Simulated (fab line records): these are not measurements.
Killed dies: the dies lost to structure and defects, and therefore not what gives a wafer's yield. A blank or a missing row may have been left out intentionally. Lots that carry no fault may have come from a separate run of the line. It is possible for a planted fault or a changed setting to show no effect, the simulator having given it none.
What tool caused it? | flow nand_harc | Sampling: 11 lots, 33 wafers, 2 of 1159 route steps

== WHAT THE GAUGES READ, wafer by wafer ==
NHARC_P_ZERO_WELL_CD_MEAS_24: target cd 720 nm.
lot  | measured    | on        | cd_nm (nm)
L404 | day 2 02:54 | cd_sem-02 | 722.2 723.7 722.3
L406 | day 2 14:35 | cd_sem-01 | 718.5 717.4 719.6
L407 | day 2 20:37 | cd_sem-02 | 716.2 720.4 720.2
L408 | day 3 02:31 | cd_sem-01 | 719.0 722.1 722.8
L411 | day 3 20:35 | cd_sem-03 | 718.8 715.9 720.2
L412 | day 4 02:35 | cd_sem-01 | 719.8 719.2 720.6
L416 | day 5 02:32 | cd_sem-03 | 738.8 739.5 738.2
L418 | day 5 14:37 | cd_sem-02 | 721.3 725.1 724.6
L421 | day 6 08:30 | cd_sem-02 | 735.3 738.8 735.6
L423 | day 6 20:37 | cd_sem-03 | 718.3 723.8 722.0
L424 | day 7 02:30 | cd_sem-03 | 719.9 720.0 718.9

== EACH LOT AND THE TOOL THAT RAN IT (in order: tool; ch and the chambers of the sampled wafers; start) ==
lot  | NHARC_P_ZERO_WELL_EXPOSE_21
L404 | krf_scanner-02 ch 0, day 2 02:45
L406 | krf_scanner-01 ch 0, day 2 14:26
L407 | krf_scanner-02 ch 0, day 2 20:28
L408 | krf_scanner-02 ch 0, day 3 02:22
L411 | krf_scanner-02 ch 0, day 3 20:25
L412 | krf_scanner-01 ch 0, day 4 02:26
L416 | krf_scanner-02 ch 0, day 5 02:23
L418 | krf_scanner-03 ch 0, day 5 14:28
L421 | krf_scanner-02 ch 0, day 6 08:21
L423 | krf_scanner-03 ch 0, day 6 20:27
L424 | krf_scanner-03 ch 0, day 7 02:20
- NHARC_P_ZERO_WELL_EXPOSE_21: exposes mask P NWELL, target cd 720 nm.

== AS READ BY THE TOOLS THEMSELVES (means over the sampled wafers that have a number; for cases with no such wafer, the mark the record gives instead) ==
NHARC_P_ZERO_WELL_EXPOSE_21.
lot  | tool           | exposure_dose_mJ_cm2
L404 | krf_scanner-02 | 22.273
L406 | krf_scanner-01 | 22.305
L407 | krf_scanner-02 | 22.315
L408 | krf_scanner-02 | 22.328
L411 | krf_scanner-02 | 22.272
L412 | krf_scanner-01 | 22.308
L416 | krf_scanner-02 | 24.553
L418 | krf_scanner-03 | 22.302
L421 | krf_scanner-02 | 24.546
L423 | krf_scanner-03 | 22.321
L424 | krf_scanner-03 | 22.317

== THE ANSWER, worked out from the rows above alone ==
Rule: the lots themselves supply what counts as usual. The widest of any qualifying gaps counts: lots, ordered by their means at a reading, are off when they make up no more than a third of the lots, leave a main group of 4 or more, and stand apart from it by 3 or more times the standard deviation of that group's means. If all means in a main group match to the digits the tables above print for the reading, that group is not used. Also off: a lot with no number at a reading for which 4 or more lots have one. Any other lot the step has rows for is counted as sound. After the gauges, taken in route order, come the tools' own readings; for these a lot's mean is taken, as printed above. The first step at which some lot is off is used, and at that step the reading that is off furthest; a lot without a number counts as furthest.
Off at NHARC_P_ZERO_WELL_CD_MEAS_24 (cd_nm): L416, L421. The main group: mean 720.5 nm, standard deviation 1.8.
A tool fits if, at a process step before that reading, it ran every lot that is off, and no sound lot after the first of them. The gauges at NHARC_P_ZERO_WELL_CD_MEAS_24 aren't tried: what is off there is off at NHARC_P_ZERO_WELL_EXPOSE_21 too, on other tools, and a gauge's error can't cause that. One fits: krf_scanner-02 at NHARC_P_ZERO_WELL_EXPOSE_21. Its last sound lot is L411 (day 3 20:25), its first lot that is off L416 (day 5 02:23): a fault that began between those two fits.
The tool's own readings at NHARC_P_ZERO_WELL_EXPOSE_21 bear it out: on the lots that are off they differ by more than 5 times the standard deviation of the sound lots' means. exposure_dose_mJ_cm2 reads 24.550 there against 22.305 on the sound lots.

== WHAT THE SIMULATOR HAD PUT IN ==
Process parameters drifting: krf_scanner-02 at NHARC_P_ZERO_WELL_EXPOSE_21, beginning at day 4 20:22. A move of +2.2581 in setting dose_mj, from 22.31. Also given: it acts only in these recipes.
Struck lots among those shown: L416, L421. Same finding as the rule above.
